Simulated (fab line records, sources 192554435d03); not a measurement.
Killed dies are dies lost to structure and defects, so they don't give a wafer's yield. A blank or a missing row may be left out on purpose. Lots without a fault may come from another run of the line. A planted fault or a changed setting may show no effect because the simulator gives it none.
fab line records | flow n5_finfet
record lots=6 wafers=17 last_day=17
route steps=1938 shown BEOL_M5@1149 PASSIVATION@1936
lots that met no fault: from a run of the same line without faults
start_h: hours from the record's first day to the start of the lot's first wafer shown | wait_h: hours since the lot's step before | " the same as in the row above | L1.1+2: a row that stands for several wafers | - no value, or no start given | * or withheld: withheld | < > ~ a bound
route shown NAME@n: a module of which the file shows steps, and the number in the route of the first | usual: mean/standard deviation of fault-free wafers | same: alike in all rows | chamber/n: place in a boat | sites: the reading at each site | _std_site: their standard deviation | _edge_site: outer sites' mean less inner sites' | radius_mm: how far each site lies from the wafer's centre | mask NAME#n: copy n | behind: the tool/chamber that last shaped the wafer | hold: why the lot was held/for how many hours/how that ended | device: the transistor (n, p or np) that didn't switch | end of line: the same wafers' tests at the end of the route | a step without rows: its recipe alone | killed: dies lost to structure and defects at the first sort, not the wafer's yield | map: a wafer's dies, x killed, . not, _ none there
set.NAME: the setting as run; set.NAME@STEP: as run at that earlier step | model.NAME: the simulator's own value behind a step, which no gauge read
lots at some steps of the route; a table a step, a row a wafer
services: from which hour (start_h, from the record's first day; less than 0 if before it) a tool's chamber was out of use, for how many hours, and why
## steps
# step N5_BEOL_M5_OVL_MEAS_29
# recipe points_per_wafer=522
# usual V4_OVL=0.4/0.61
# columns lot.wafer tool chamber start_h wait_h V4_OVL[nm]
L389.1 overlay-02 0 183.78 0.1 0.3
L389.3 " 0 " " 0.0
L389.4 " 0 " " -0.1
L391.3 overlay-01 0 201.55 0.0 1.0
L391.4 " 0 " " 0.0
L391.5 " 0 " " 0.6
L397.1 overlay-02 0 233.28 0.0 0.2
L397.4 " 0 " " 0.2
L397.5 " 0 " " 0.6
L398.2 overlay-02 0 254.34 0.0 -0.1
L398.5 " 0 " " 0.7
L398.6 " 0 " " 0.0
L407.1 overlay-01 0 284.91 0.0 0.6
L407.4 " 0 " " 0.5
L407.6 " 0 " " 0.1
L410.3 overlay-02 0 314.70 0.0 -0.8
L410.6 " 0 " " -0.3
# step N5_BEOL_M5_INSPECT_30
# recipe mode=adi inspect_instrument=brightfield
# usual raw_defect_count=428/90
# columns lot.wafer tool chamber start_h wait_h raw_defect_count
L389.1 defect_inspect-02 - 183.83 0.1 420
L389.3 " - " " 409
L389.4 " - " " 308
L391.3 defect_inspect-02 - 201.59 0.0 595
L391.4 " - " " 445
L391.5 " - " " 416
L397.1 defect_inspect-01 - 233.33 0.1 513
L397.4 " - " " 400
L397.5 " - " " 621
L398.2 defect_inspect-02 - 254.39 0.0 556
L398.5 " - " " 452
L398.6 " - " " 403
L407.1 defect_inspect-01 - 284.97 0.1 465
L407.4 " - " " 327
L407.6 " - " " 369
L410.3 defect_inspect-01 - 314.75 0.0 364
L410.6 " - " " 465
# step N5_BEOL_M5_DESCUM_33
# recipe chemistry=O2 time_s=7 source_power_w=50 bias_power_w=20 pressure_mtorr=20 rf_frequency_hz=2.712e+07 temp_c=40 resist=CAR-EUV o2_flow_sccm=225
# usual drypump_motor_current_A=5.5/0.34 oes_product_au=0.77/0.1 rf_vpp_V=243.4/1.1 showerhead_plenum_p_Torr=2.11/0.057 throttle_valve_pct=20.55/0.25
# same time_s=7
# columns lot.wafer tool chamber start_h wait_h drypump_motor_current_A oes_product_au rf_hours_counter_h rf_vpp_V showerhead_plenum_p_Torr throttle_valve_pct
L389.1 rie_diel-01 0 183.87 0.0 5.3 0.89 37 243.7 2.13 20.70
L389.3 " 3 " " 5.2 0.68 226 242.5 2.08 20.70
L389.4 " 2 " " 5.8 0.73 212 244.0 2.05 20.64
L391.3 rie_diel-06 3 201.63 0.0 4.9 0.70 227 242.3 1.98 20.96
L391.4 " 1 " " 6.0 0.70 220 243.4 2.17 20.80
L391.5 " 2 " " 5.0 0.86 - 243.8 2.15 20.53
L397.1 rie_diel-01 2 233.37 0.0 5.8 0.71 225 243.3 2.04 20.69
L397.4 " 1 " " 5.5 0.74 175 245.3 2.15 20.41
L397.5 " 3 " " 5.2 0.68 - 243.1 2.07 20.73
L398.2 rie_diel-01 1 254.42 0.0 5.5 0.72 182 244.8 2.15 20.41
L398.5 " 1 " " 5.5 0.73 - 245.2 2.15 20.42
L398.6 " 3 " " 5.2 0.66 - 241.6 2.07 20.74
L407.1 rie_diel-02 0 285.00 0.0 5.9 0.84 75 244.4 2.13 20.46
L407.4 " 1 " " 5.9 0.69 244 244.3 2.09 20.55
L407.6 " 2 " " 5.6 0.93 - 243.8 2.10 19.87
L410.3 rie_diel-06 1 315.15 0.4 5.9 0.99 0 242.9 2.16 20.44
L410.6 " 3 " " 4.9 1.00 - 244.0 2.23 20.62
# step N5_BEOL_M5_ETCH_75
# recipe chemistry=N2/H2 target=underlayer target_depth_a=65 mask_material=CAR-EUV time_s=5.2 ion_energy_ev=200 pressure_mtorr=30 source_w=840 bias_w=150 n2_flow_sccm=200 h2_flow_sccm=200 ends=cleared
# step N5_BEOL_M5_ETCH_67
# recipe chemistry=CF4 target=SiARC target_depth_a=156 mask_material=CAR-EUV time_s=26 ion_energy_ev=80 pressure_mtorr=40 source_w=545 bias_w=36 Ar_flow_sccm=100 cf4_flow_sccm=100 ends=cleared
# usual bias_w=36.00/0.093 drypump_motor_current_A=5.5/0.34 etch_rf_on_time_s=26.1/0.83 oes_product_au=0.66/0.082 rf_vpp_V=184.2/1 showerhead_plenum_p_Torr=2.15/0.049 throttle_valve_pct=15.71/0.29
# columns lot.wafer tool chamber start_h wait_h bias_w drypump_motor_current_A etch_rf_on_time_s oes_product_au rf_hours_counter_h rf_vpp_V showerhead_plenum_p_Torr throttle_valve_pct
L389.1 rie_diel-01 0 183.92 0.0 36.11 5.2 25.1 0.75 37 184.9 2.19 15.83
L389.3 " 3 " " 36.00 5.2 26.1 0.60 226 184.8 2.11 15.87
L389.4 " 2 " " 35.95 5.9 25.8 0.61 212 182.8 2.12 15.98
L391.3 rie_diel-06 3 201.68 0.0 35.86 4.9 25.1 0.61 227 181.9 2.06 16.32
L391.4 " 1 " " 35.88 5.9 25.4 0.60 220 184.1 2.21 15.89
L391.5 " 2 " " 36.16 5.1 24.7 0.75 - 184.3 2.15 15.41
L397.1 rie_diel-01 2 233.42 0.0 35.98 5.8 26.3 0.60 225 184.0 2.11 16.03
L397.4 " 1 " " 36.09 5.5 27.2 0.61 175 185.5 2.20 15.70
L397.5 " 3 " " 36.03 5.2 26.5 0.59 - 184.1 2.10 15.91
L398.2 rie_diel-01 1 254.48 0.0 35.94 5.5 26.8 0.61 182 185.6 2.20 15.72
L398.5 " 1 " " 35.79 5.5 26.9 0.62 - 184.2 2.20 15.71
L398.6 " 3 " " 35.92 5.2 26.2 0.58 - 184.2 2.10 15.94
L407.1 rie_diel-02 0 285.05 0.0 36.05 5.9 26.7 0.69 75 184.9 2.18 15.64
L407.4 " 1 " " 35.99 5.9 26.4 0.59 244 184.7 2.13 15.64
L407.6 " 2 " " 36.06 5.6 26.1 0.77 - 185.0 2.16 15.13
L410.3 rie_diel-06 1 315.20 0.0 36.10 5.9 25.4 0.84 0 184.9 2.20 15.45
L410.6 " 3 " " 35.88 4.9 25.0 0.85 - 185.1 2.31 15.89
# step N5_BEOL_M5_ETCH_68
# recipe chemistry=N2/H2 target=SOC target_depth_a=800 overetch_a=160 mask_material=SiARC temp_c=40 time_s=120 ion_energy_ev=200 pressure_mtorr=30 source_w=840 bias_w=150 n2_flow_sccm=200 h2_flow_sccm=200
# usual bias_w=150.1/0.45 drypump_motor_current_A=5.5/0.34 oes_product_au=0.59/0.071 rf_vpp_V=524.2/2 showerhead_plenum_p_Torr=2.55/0.066 throttle_valve_pct=17.8/0.3
# same time_s=120
# columns lot.wafer tool chamber start_h wait_h bias_w drypump_motor_current_A oes_product_au rf_hours_counter_h rf_vpp_V showerhead_plenum_p_Torr throttle_valve_pct
L389.1 rie_diel-01 0 183.95 0.0 149.2 5.2 0.65 37 524.5 2.57 17.8
L389.3 " 3 " " 151.0 5.2 0.53 226 522.3 2.51 18.0
L389.4 " 2 " " 149.8 5.9 0.54 212 522.8 2.52 18.3
L391.3 rie_diel-06 3 201.71 0.0 150.5 4.9 0.53 227 517.4 2.39 18.1
L391.4 " 1 " " 149.2 6.0 0.53 220 526.5 2.63 18.2
L391.5 " 2 " " 149.3 5.0 0.66 - 525.6 2.57 17.7
L397.1 rie_diel-01 2 233.45 0.0 149.5 5.8 0.54 225 521.9 2.51 18.3
L397.4 " 1 " " 151.1 5.5 0.57 175 526.1 2.63 17.9
L397.5 " 3 " " 150.3 5.2 0.53 - 522.8 2.50 18.0
L398.2 rie_diel-01 1 254.50 0.0 149.8 5.5 0.56 182 524.8 2.63 17.9
L398.5 " 1 " " 149.6 5.5 0.56 - 526.9 2.63 17.9
L398.6 " 3 " " 149.7 5.2 0.52 - 523.2 2.50 18.1
L407.1 rie_diel-02 0 285.08 0.0 150.2 5.8 0.63 75 524.8 2.55 17.5
L407.4 " 1 " " 150.6 5.9 0.53 244 522.2 2.49 17.7
L407.6 " 2 " " 150.1 5.7 0.69 - 525.6 2.57 17.3
L410.3 rie_diel-06 1 315.23 0.0 150.2 6.0 0.75 0 525.3 2.62 17.8
L410.6 " 3 " " 150.1 4.9 0.74 - 527.9 2.69 17.8
# step N5_BEOL_M5_STRIP_69
# recipe chemistry=N2/H2 temp_c=40 n2_flow_sccm=200 h2_flow_sccm=200 rf_frequency_hz=6e+07
# step N5_BEOL_M5_STRIP_76
# recipe chemistry=N2/H2 temp_c=40 n2_flow_sccm=200 h2_flow_sccm=200 rf_frequency_hz=6e+07
# step N5_BEOL_M5_VIA_ETCH_34
# recipe chemistry=C4F6/O2 target=SiCOH_lowk target_depth_a=883 mask_material=SOC taper_deg=4 time_s=39.2 ion_energy_ev=250 pressure_mtorr=30 source_w=345 bias_w=185 Ar_flow_sccm=300 C4F6_flow_sccm=10 O2_flow_sccm=10
# step N5_BEOL_M5_STRIP_85
# recipe chemistry=C4F6/O2 resist=SiARC rf_frequency_hz=6e+07
# step N5_BEOL_M5_STRIP_36
# recipe chemistry=N2/H2 power_w=450 temp_c=40 pressure_mtorr=20 rf_frequency_hz=6e+07 overash_fraction=0.3 bias_power_w=7 h2_frac=0.5 n2_flow_sccm=200 h2_flow_sccm=200
# usual drypump_motor_current_A=5.5/0.34 oes_product_au=0.77/0.1 rf_vpp_V=59.3/1.5 showerhead_plenum_p_Torr=2.54/0.066 throttle_valve_pct=23.6/0.37
# same overash_fraction=0.3
# columns lot.wafer tool chamber start_h wait_h drypump_motor_current_A oes_product_au rf_hours_counter_h rf_vpp_V showerhead_plenum_p_Torr throttle_valve_pct
L389.1 rie_diel-01 0 184.10 0.0 5.3 0.88 37 60.1 2.57 23.6
L389.3 " 3 " " 5.2 0.67 226 59.5 2.51 23.7
L389.4 " 2 " " 5.9 0.71 212 59.9 2.51 24.1
L391.3 rie_diel-06 3 201.85 0.0 4.9 0.71 227 58.0 2.38 23.8
L391.4 " 1 " " 6.0 0.70 220 60.5 2.62 24.1
L391.5 " 2 " " 5.1 0.87 - 56.7 2.57 23.4
L397.1 rie_diel-01 2 233.59 0.0 5.9 0.71 225 60.3 2.51 24.1
L397.4 " 1 " " 5.5 0.72 175 62.0 2.63 23.6
L397.5 " 3 " " 5.2 0.67 - 60.2 2.50 23.7
L398.2 rie_diel-01 1 254.65 0.0 5.5 0.72 182 59.3 2.62 23.7
L398.5 " 1 " " 5.5 0.72 - 61.2 2.62 23.7
L398.6 " 3 " " 5.2 0.67 - 60.3 2.50 23.8
L407.1 rie_diel-02 0 285.23 0.0 5.8 0.83 75 57.8 2.54 23.0
L407.4 " 1 " " 5.9 0.69 244 57.7 2.49 23.4
L407.6 " 2 " " 5.6 0.92 - 59.4 2.56 23.0
L410.3 rie_diel-06 1 315.37 0.0 6.0 0.97 0 61.8 2.61 23.8
L410.6 " 3 " " 4.9 0.97 - 55.7 2.69 23.5
# step N5_BEOL_M5_TRENCH_ETCH_37
# recipe chemistry=C4F6/O2 target_depth_a=716.52 target=SiCOH_lowk time_s=24.7 ion_energy_ev=250 pressure_mtorr=30 source_w=345 bias_w=185 Ar_flow_sccm=300 C4F6_flow_sccm=10 O2_flow_sccm=10
# step N5_BEOL_M5_ETCH_41
# recipe chemistry=CH3F/O2 target=SiCN target_depth_a=315 taper_deg=2 time_s=56.7 ion_energy_ev=120 mask_material=TiN pressure_mtorr=30 source_w=395 bias_w=75 Ar_flow_sccm=150 CH3F_flow_sccm=30 O2_flow_sccm=20
# usual bias_w=74.99/0.22 drypump_motor_current_A=5.5/0.34 oes_product_au=0.77/0.098 rf_vpp_V=297.6/1.3 showerhead_plenum_p_Torr=2.01/0.049 throttle_valve_pct=16.43/0.29
# same time_s=56.7
# columns lot.wafer tool chamber start_h wait_h bias_w drypump_motor_current_A oes_product_au rf_hours_counter_h rf_vpp_V showerhead_plenum_p_Torr throttle_valve_pct model.etch.depth_nm
L389.1 rie_diel-01 0 184.16 - 75.18 5.3 0.87 37 297.4 2.04 16.50 22.12
L389.3 " 3 " " 74.82 5.2 0.69 226 296.6 1.95 16.47 21.08
L389.4 " 2 " " 75.11 5.9 0.72 213 298.5 2.00 16.84 21.77
L391.3 rie_diel-06 3 201.92 - 74.95 4.9 0.70 227 295.5 1.92 17.03 21.6
L391.4 " 1 " " 74.80 6.0 0.70 220 297.1 2.06 16.58 21.73
L391.5 " 2 " " 75.00 5.0 0.87 - 298.1 2.02 16.19 21.99
L397.1 rie_diel-01 2 233.66 - 74.68 5.8 0.62 225 297.4 2.00 16.89 17.35
L397.4 " 1 " " 75.09 5.5 0.72 175 299.8 2.06 16.41 20.81
L397.5 " 3 " " 75.03 5.2 0.68 - 295.5 1.95 16.52 20.93
L398.2 rie_diel-01 1 254.72 - 75.01 5.5 0.63 183 296.2 2.06 16.42 16.68
L398.5 " 1 " " 75.13 5.5 0.72 - 299.6 2.06 16.42 20.95
L398.6 " 3 " " 75.20 5.2 0.59 - 296.9 1.94 16.50 16.8
L407.1 rie_diel-02 0 285.29 - 74.93 5.8 0.83 75 296.8 2.02 16.26 21.48
L407.4 " 1 " " 75.16 5.9 0.69 244 297.8 2.00 16.41 21.25
L407.6 " 2 " " 75.20 5.7 0.92 - 298.6 2.02 15.85 21.8
L410.3 rie_diel-06 1 315.44 - 75.19 5.9 0.99 1 299.3 2.05 16.15 21.94
L410.6 " 3 " " 75.14 4.9 0.99 - 300.5 2.16 16.61 22.32
# step N5_BEOL_M5_STRIP_91
# recipe chemistry=N2/H2 time_s=10 power_w=450 temp_c=40 pressure_mtorr=20 rf_frequency_hz=6e+07 bias_power_w=7 n2_flow_sccm=200 h2_flow_sccm=200
# usual drypump_motor_current_A=5.5/0.34 oes_product_au=0.78/0.1 rf_vpp_V=59.2/0.79 showerhead_plenum_p_Torr=2.54/0.066 throttle_valve_pct=23.6/0.37
# same time_s=10
# columns lot.wafer tool chamber start_h wait_h drypump_motor_current_A oes_product_au rf_hours_counter_h rf_vpp_V showerhead_plenum_p_Torr throttle_valve_pct
L389.1 rie_diel-01 0 - - 5.3 0.89 38 59.6 2.56 23.6
L389.3 " 3 " " 5.2 0.68 226 58.7 2.51 23.7
L389.4 " 2 " " 5.9 0.73 213 59.2 2.51 24.1
L391.3 rie_diel-06 3 - - 4.9 0.70 227 57.7 2.38 23.8
L391.4 " 1 " " 6.0 0.70 220 59.7 2.63 24.1
L391.5 " 2 " " 5.0 0.87 - 58.8 2.57 23.4
L397.1 rie_diel-01 2 - - 5.9 0.72 225 59.8 2.51 24.2
L397.4 " 1 " " 5.5 0.73 175 58.8 2.63 23.7
L397.5 " 3 " " 5.2 0.67 - 58.3 2.50 23.8
L398.2 rie_diel-01 1 - - 5.5 0.72 183 58.2 2.62 23.7
L398.5 " 1 " " 5.5 0.71 - 59.2 2.62 23.7
L398.6 " 3 " " 5.2 0.67 - 58.4 2.50 23.8
L407.1 rie_diel-02 0 - - 5.8 0.85 75 58.6 2.54 23.0
L407.4 " 1 " " 5.9 0.70 244 58.4 2.49 23.4
L407.6 " 2 " " 5.6 0.93 - 60.5 2.56 23.0
L410.3 rie_diel-06 1 - - 6.0 1.00 1 61.2 2.61 23.8
L410.6 " 3 " " 4.9 0.99 - 58.0 2.69 23.5
# step N5_PASSIVATION_PROBE_49
# usual defect_limited_yield=91.3/1.5 killed_at_M0_to_M3=33/12 killed_at_M4_up=15/5.2 killed_at_contacts=12/5.1 killed_at_front_end=39/11 killed_at_other=5/3.6 killed_dies=103/18 killed_on_rim=14/4.3 killed_open=67/13 killed_short=33/7.8 sort_bin_5_function=5.1/0.96 sort_bin_6_memory=3.2/0.71 sort_n_pass=1077/18 sort_yield_pct=91.3/1.5
# same gross_dies=1180 killed_at_back_side=0 sort_bin_4_leakage[%]=0 sort_bin_8_speed[%]=0
# columns lot.wafer tool chamber start_h wait_h defect_limited_yield[%] killed_at_M0_to_M3 killed_at_M4_up killed_at_contacts killed_at_front_end killed_at_other killed_dies killed_on_rim killed_open killed_short sort_bin_5_function[%] sort_bin_6_memory[%] sort_n_pass sort_yield_pct[%]
L389.1 prober-01 - 278.69 0.0 94.5 13 17 10 21 4 65 10 40 24 4.0 1.3 1115 94.5
L389.3 prober-01 - 278.79 0.1 92.1 30 16 15 29 3 93 11 58 33 3.6 3.9 1087 92.1
L389.4 prober-01 - 278.84 0.2 92.0 30 18 15 29 2 94 15 64 28 4.4 3.5 1086 92.0
L397.5 prober-02 - 328.10 0.2 88.7 62 20 11 37 3 133 22 72 50 5.3 4.8 1047 88.7
L398.2 prober-02 - 348.50 0.1 89.2 33 17 13 59 6 128 23 79 41 5.6 4.3 1052 89.2
L398.5 prober-02 - 348.65 0.2 91.5 26 17 11 43 3 100 9 57 28 4.3 2.5 1080 91.5
L398.6 prober-02 - 348.70 0.3 91.7 28 19 13 36 2 98 9 68 29 4.5 3.6 1082 91.7
L410.3 prober-02 - 416.03 0.1 91.6 27 15 19 33 5 99 16 73 25 4.7 3.0 1081 91.6
L410.6 prober-02 - 416.18 0.3 90.9 31 12 23 35 6 107 12 72 27 4.7 3.3 1073 90.9
# killed by level:class
L389.1 MOL_CONTACT_COAG:geometric_particle:open=7 BEOL_M5:geometric_particle:open=7 BEOL_M2:geometric_particle:open=6 BEOL_M4:geometric_particle:open=4 STARTING-WAFER:geometric_particle:open=4 MOL_CONTACT_COAG:geometric_particle:short=3 BEOL_M0_SAQP:geometric_particle:short=3 BEOL_M4:geometric_particle:short=3
L389.3 MOL_CONTACT_COAG:geometric_particle:open=11 BEOL_M0_SAQP:geometric_particle:open=7 FIN_SAQP:geometric_particle:open=6 FIN_SAQP:geometric_particle:short=6 BEOL_M0_SAQP:geometric_particle:short=6 BEOL_M4:geometric_particle:open=6 BEOL_M2:geometric_particle:open=5 BEOL_M3:geometric_particle:open=5
L389.4 MOL_CONTACT_COAG:geometric_particle:open=11 BEOL_M2:geometric_particle:open=8 FIN_SAQP:geometric_particle:short=7 BEOL_M0_SAQP:geometric_particle:open=7 BEOL_M4:geometric_particle:open=7 BEOL_M1:geometric_particle:open=6 FIN_SAQP:geometric_particle:open=5 BEOL_M0_SAQP:geometric_particle:short=5
L397.5 BEOL_M0_SAQP:geometric_particle:short=18 BEOL_M0_SAQP:geometric_particle:open=15 HKMG_FIN:area_etch=11 MOL_CONTACT_COAG:geometric_particle:open=10 BEOL_M4:geometric_particle:open=8 FIN_SAQP:geometric_particle:open=7 BEOL_M0:geometric_particle:short=6 BEOL_M3:geometric_particle:open=6
L398.2 BEOL_M1:geometric_particle:open=14 FIN_SAQP:geometric_particle:short=10 STI_FIN_REVEAL:geometric_particle:open=10 MOL_CONTACT_COAG:geometric_particle:open=10 FIN_SAQP:geometric_particle:open=8 HKMG_FIN:area_etch=8 DUMMY_GATE:geometric_particle:open=7 GATE_CUT:geometric_particle:short=6
L398.5 HKMG_FIN:area_etch=15 BEOL_M2:geometric_particle:open=11 MOL_CONTACT_COAG:geometric_particle:open=10 BEOL_M4:geometric_particle:open=6 BEOL_M0_SAQP:geometric_particle:short=6 BEOL_M0_SAQP:geometric_particle:open=6 FIN_SAQP:geometric_particle:short=5 FIN_SAQP:geometric_particle:open=4
L398.6 STI_FIN_REVEAL:geometric_particle:open=12 BEOL_M3:geometric_particle:open=11 MOL_CONTACT_COAG:geometric_particle:open=7 FIN_SAQP:geometric_particle:short=6 MOL_CONTACT_COAG:geometric_particle:short=6 BEOL_M2:geometric_particle:open=6 FIN_SAQP:geometric_particle:open=5 BEOL_M4:geometric_particle:open=5
L410.3 MOL_CONTACT_COAG:geometric_particle:open=15 BEOL_M3:geometric_particle:open=14 FIN_SAQP:geometric_particle:open=9 STI_FIN_REVEAL:geometric_particle:open=7 BEOL_M0_SAQP:geometric_particle:open=7 BEOL_M4:geometric_particle:open=7 FIN_SAQP:geometric_particle:short=6 MOL_CONTACT_COAG:geometric_particle:short=4
L410.6 MOL_CONTACT_COAG:geometric_particle:open=21 FIN_SAQP:geometric_particle:open=9 BEOL_M0_SAQP:geometric_particle:short=9 HKMG_FIN:area_etch=8 BEOL_M2:geometric_particle:open=7 BEOL_M3:geometric_particle:open=6 BEOL_M0_SAQP:geometric_particle:open=5 STI_FIN_REVEAL:geometric_particle:open=3
## services
# columns tool chamber start_h hours kind
rie_diel-02 1 178.83 7.1 repair
rie_diel-02 2 196.07 - clean
rie_diel-02 2 196.07 - consumable_replace:focus_ring
rie_diel-01 2 220.13 3.2 repair
rie_diel-02 3 236.85 - clean
rie_diel-02 3 236.85 - consumable_replace:focus_ring
rie_diel-02 3 236.85 19.3 scheduled_down
rie_diel-02 3 236.85 19.3 vent_cycle
rie_diel-02 3 266.56 10.3 repair
rie_diel-06 3 276.06 - clean
rie_diel-06 3 276.06 - consumable_replace:focus_ring
rie_diel-06 3 276.06 - consumable_replace:showerhead
rie_diel-01 3 276.92 - clean
rie_diel-01 3 276.92 - consumable_replace:focus_ring
rie_diel-01 3 276.92 17.9 scheduled_down
rie_diel-01 3 276.92 17.9 vent_cycle
rie_diel-01 2 298.99 - clean
rie_diel-01 2 298.99 - consumable_replace:focus_ring
rie_diel-01 2 298.99 20.1 scheduled_down
rie_diel-01 2 298.99 20.1 vent_cycle
rie_diel-06 1 301.49 - clean
rie_diel-06 1 301.49 - consumable_replace:focus_ring
rie_diel-06 1 301.49 12.5 scheduled_down
rie_diel-06 1 301.49 12.5 vent_cycle
## key
first_sign none at tools or gauges
model_effect step=N5_BEOL_M5_ETCH_41 value=etch.depth_nm without=21.07 struck=16.94
met_at N5_BEOL_M5_ETCH_41
struck_wafers L397.1,L398.2,L398.6
baseline_loss step=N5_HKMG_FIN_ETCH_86 wafers=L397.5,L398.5
onset_between 184.16 233.66
fault kind=process_parameter_drift tool=rie_diel-01 chamber=- onset_h=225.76 steps=N5_BEOL_M5_ETCH_41 channel=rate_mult offset=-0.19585 shape=step end_h=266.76 scope=struck_wafers_only
# baseline_loss: these wafers lose ten dies or more at that step, a loss of the line's own and not of a fault; the sort's usual values leave them out
